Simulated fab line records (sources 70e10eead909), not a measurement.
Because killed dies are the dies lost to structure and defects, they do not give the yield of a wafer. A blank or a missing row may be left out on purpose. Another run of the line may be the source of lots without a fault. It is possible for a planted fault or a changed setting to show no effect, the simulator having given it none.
The tool behind it: which one? ; flow nand_harc ; 38 wafers from 13 lots sampled at 5 of the route's 1302 steps

WHAT EACH GAUGE READ, for each wafer
NHARC_END_SORT_01. Usual: killed_at_array 63, standard deviation 18; killed_at_other 1.1, standard deviation 1.3; killed_at_periphery 4.3, standard deviation 2.8; killed_dies 68, standard deviation 18; killed_open 3.3, standard deviation 2; killed_short 2.4, standard deviation 1.6.
lot;measured;on;killed_at_array;killed_at_other;killed_at_periphery;killed_dies;killed_open;killed_short;flag
L756;day 31 17:33;prober-01;50 52 65;1 5 0;2 3 2;53 60 67;2 2 3;3 3 2;
L770;day 34 00:19;prober-02;165 82;1 0;2 4;168 86;1 6;0 1;OFF

TOOL THAT RAN EACH LOT (tool first, then ch and the chambers of the sampled wafers, then the start)
lot;NHARC_A_WL_FILL_ALD_00;NHARC_THIN_TSV_PVD_51;NHARC_THIN_TSV_DESCUM_35;NHARC_THIN_TSV_ETCH_36
L748;ald_hk-01 ch 0,1,2, day 20 00:23;pvd_sputter-02, day 23 11:05 or earlier;rie_diel-13 ch 1,2,3, day 23 11:05;rie_metal-03 ch 0,1, day 23 11:29
L750;ald_hk-04 ch 2,3, day 20 23:17;pvd_sputter-01, day 24 18:26 or earlier;rie_diel-05 ch 0,1,3, day 24 18:26;rie_metal-01 ch 0,1, day 24 18:47
L749;ald_hk-04 ch 0,3, day 20 23:25;pvd_sputter-01, day 24 17:23 or earlier;rie_diel-09 ch 1,2, day 24 17:23;rie_metal-02 ch 0, day 24 17:47
L751;ald_hk-01 ch 0,1,2, day 21 16:49;pvd_sputter-01, day 25 07:35 or earlier;rie_diel-09 ch 0,1, day 25 07:35;rie_metal-02 ch 0,1, day 25 07:58
L753;ald_hk-01 ch 0,3, day 21 16:58;pvd_sputter-02, day 25 09:04 or earlier;rie_diel-13 ch 0,1,3, day 25 09:04;rie_metal-03 ch 0,1, day 25 09:25
L752;ald_hk-04 ch 0,1, day 21 19:41;pvd_sputter-03, day 25 06:24 or earlier;rie_diel-09 ch 0,3, day 25 06:24;rie_metal-03 ch 0,1, day 25 06:47
L754;ald_hk-01 ch 0,3, day 23 12:29;pvd_sputter-02, day 30 14:05 or earlier;rie_diel-09 ch 1,3, day 30 14:05;rie_metal-02 ch 0,1, day 30 14:28
L756;ald_hk-01 ch 0,1,2, day 24 03:08;pvd_sputter-01, day 30 15:24 or earlier;rie_diel-09 ch 0,2,3, day 30 15:24;rie_metal-03 ch 0, day 30 15:46
L761;ald_hk-03 ch 0,2,3, day 25 05:22;pvd_sputter-01, day 30 21:21 or earlier;rie_diel-05 ch 0,1,3, day 30 21:21;rie_metal-03 ch 0,1, day 30 21:49
L759;ald_hk-01 ch 1,2, day 25 05:23;pvd_sputter-02, day 30 20:19 or earlier;rie_diel-13 ch 1,2,3, day 30 20:19;rie_metal-02 ch 0,1, day 30 20:42
L765;ald_hk-01 ch 0,2, day 26 15:53;pvd_sputter-03, day 30 23:55 or earlier;rie_diel-13 ch 0,2,3, day 30 23:55;rie_metal-01 ch 0,1, day 31 00:18
L763;ald_hk-03 ch 1,2,3, day 26 19:46;pvd_sputter-02, day 31 02:08 or earlier;rie_diel-09 ch 0,2, day 31 02:08;rie_metal-02 ch 0,1, day 31 02:31
L770;ald_hk-01 ch 2,3, day 29 20:41;pvd_sputter-03, day 33 08:28 or earlier;rie_diel-05 ch 2,3, day 33 08:28;rie_metal-03 ch 0, day 33 08:52
- NHARC_A_WL_FILL_ALD_00: deposits Al2O3, target thk 3 nm, pulse time 3 s, ald cycles 30.
- NHARC_THIN_TSV_PVD_51: deposits Cu, target thk 100 nm.
- NHARC_THIN_TSV_DESCUM_35: chemistry O2, time 3 s.
- NHARC_THIN_TSV_ETCH_36: etches the open film in Cl2/BCl3, target depth 65 nm, time 18.571 s.

WHAT THE TOOLS THEMSELVES READ (means of the sampled wafers that have a number; where no wafer has one, the mark that the record gives instead)
NHARC_A_WL_FILL_ALD_00. Usual: heater_power_w 443 W, standard deviation 53; precursor_pulse_height_rel 0.997, standard deviation 0.017.
lot;tool;heater_power_w (W);precursor_pulse_height_rel;flag
L748;ald_hk-01;501;0.999;
L750;ald_hk-04;452;0.993;
L749;ald_hk-04;462;0.989;
L751;ald_hk-01;494;0.995;
L753;ald_hk-01;406;1.029;
L752;ald_hk-04;428;0.981;
L754;ald_hk-01;404;0.999;
L756;ald_hk-01;500;1.000;
L761;ald_hk-03;431;0.996;
L759;ald_hk-01;519;1.002;
L765;ald_hk-01;496;0.994;
L763;ald_hk-03;412;1.021;
L770;ald_hk-01;446;1.006;

NHARC_THIN_TSV_PVD_51. Usual: throttle_valve_pct 30.6 %, standard deviation 0.99.
lot;tool;throttle_valve_pct (%);flag
L748;pvd_sputter-02;30.7;
L750;pvd_sputter-01;31.6;
L749;pvd_sputter-01;29.9;
L751;pvd_sputter-01;31.1;
L753;pvd_sputter-02;30.3;
L752;pvd_sputter-03;30.8;
L754;pvd_sputter-02;30.2;
L756;pvd_sputter-01;30.0;
L761;pvd_sputter-01;31.3;
L759;pvd_sputter-02;30.4;
L765;pvd_sputter-03;30.9;
L763;pvd_sputter-02;30.2;
L770;pvd_sputter-03;30.6;

NHARC_THIN_TSV_DESCUM_35. Usual: drypump_motor_current_A 5.7 A, standard deviation 0.44; o2_flow_sccm 200.0 sccm, standard deviation 0.61; oes_product_au 0.998 a.u., standard deviation 0.0068; rf_vpp_V 57.6 V, standard deviation 0.91; showerhead_plenum_p_Torr 1.87 Torr, standard deviation 0.087; throttle_valve_pct 11.311 %, standard deviation 0.0082.
lot;tool;drypump_motor_current_A (A);o2_flow_sccm (sccm);oes_product_au (a.u.);rf_vpp_V (V);showerhead_plenum_p_Torr (Torr);throttle_valve_pct (%);flag
L748;rie_diel-13;6.1;200.4;0.994;57.7;1.95;11.309;
L750;rie_diel-05;5.2;199.5;1.000;58.2;1.90;11.301;
L749;rie_diel-09;5.5;199.6;0.998;57.0;1.79;11.315;
L751;rie_diel-09;5.6;199.9;0.991;58.0;1.87;11.307;
L753;rie_diel-13;6.2;199.6;0.992;57.7;1.92;11.301;
L752;rie_diel-09;5.9;200.2;0.996;57.2;1.83;11.310;
L754;rie_diel-09;5.8;200.2;1.003;57.4;1.80;11.304;
L756;rie_diel-09;5.7;200.2;1.004;57.4;1.82;11.314;
L761;rie_diel-05;5.2;199.9;1.003;58.1;1.90;11.314;
L759;rie_diel-13;6.1;200.5;1.000;57.8;1.94;11.317;
L765;rie_diel-13;5.8;199.7;0.990;57.6;1.88;11.309;
L763;rie_diel-09;5.6;200.2;1.000;57.8;1.86;11.320;
L770;rie_diel-05;5.4;200.0;1.000;57.8;1.90;11.312;

NHARC_THIN_TSV_ETCH_36. Usual: drypump_motor_current_A 5.5 A, standard deviation 0.52; oes_product_au 0.999 a.u., standard deviation 0.0093.
lot;tool;drypump_motor_current_A (A);oes_product_au (a.u.);flag
L748;rie_metal-03;5.8;1.003;
L750;rie_metal-01;5.0;0.998;
L749;rie_metal-02;6.1;0.988;
L751;rie_metal-02;5.3;0.995;
L753;rie_metal-03;5.8;1.003;
L752;rie_metal-03;5.7;0.989;
L754;rie_metal-02;5.2;0.996;
L756;rie_metal-03;6.0;1.011;
L761;rie_metal-03;5.8;1.010;
L759;rie_metal-02;5.3;0.991;
L765;rie_metal-01;5.0;1.006;
L763;rie_metal-02;5.7;0.993;
L770;rie_metal-03;6.0;0.998;

THE ANSWER, worked out from the rows above alone
Rule: take the mean of a lot's wafers that have a number; if it is more than 3 standard deviations from the usual mean, the lot is off. A lot without any number at a reading at which 4 lots or more have one is off too. The other lots that the step has rows for count as sound. The gauges are gone through in route order, then the tools' own readings, and for those a lot's mean is taken as printed above. The first step at which some lot is off is used, and at that step the reading that is off furthest; a lot without a number counts as furthest.
Off, at NHARC_END_SORT_01 on killed_at_array: L770. Neither off nor sound, because the step has no rows for them: L748, L750, L749, L751, L753, L752, L754, L761, L759, L765, L763.
If a tool, at a process step before that reading, ran all the lots that are off and no sound lot after the first of them, it fits. The gauges at NHARC_END_SORT_01 are tried like those tools. With no start given for some of its lots, NHARC_THIN_TSV_PVD_51 uses the hours and lot order of NHARC_THIN_TSV_DESCUM_35. Can't be told from this: 5 tools fit, ald_hk-01 at NHARC_A_WL_FILL_ALD_00, pvd_sputter-03 at NHARC_THIN_TSV_PVD_51, rie_diel-05 at NHARC_THIN_TSV_DESCUM_35, rie_metal-03 at NHARC_THIN_TSV_ETCH_36, prober-02 at NHARC_END_SORT_01.

WHAT THE SIMULATOR HAD INSERTED
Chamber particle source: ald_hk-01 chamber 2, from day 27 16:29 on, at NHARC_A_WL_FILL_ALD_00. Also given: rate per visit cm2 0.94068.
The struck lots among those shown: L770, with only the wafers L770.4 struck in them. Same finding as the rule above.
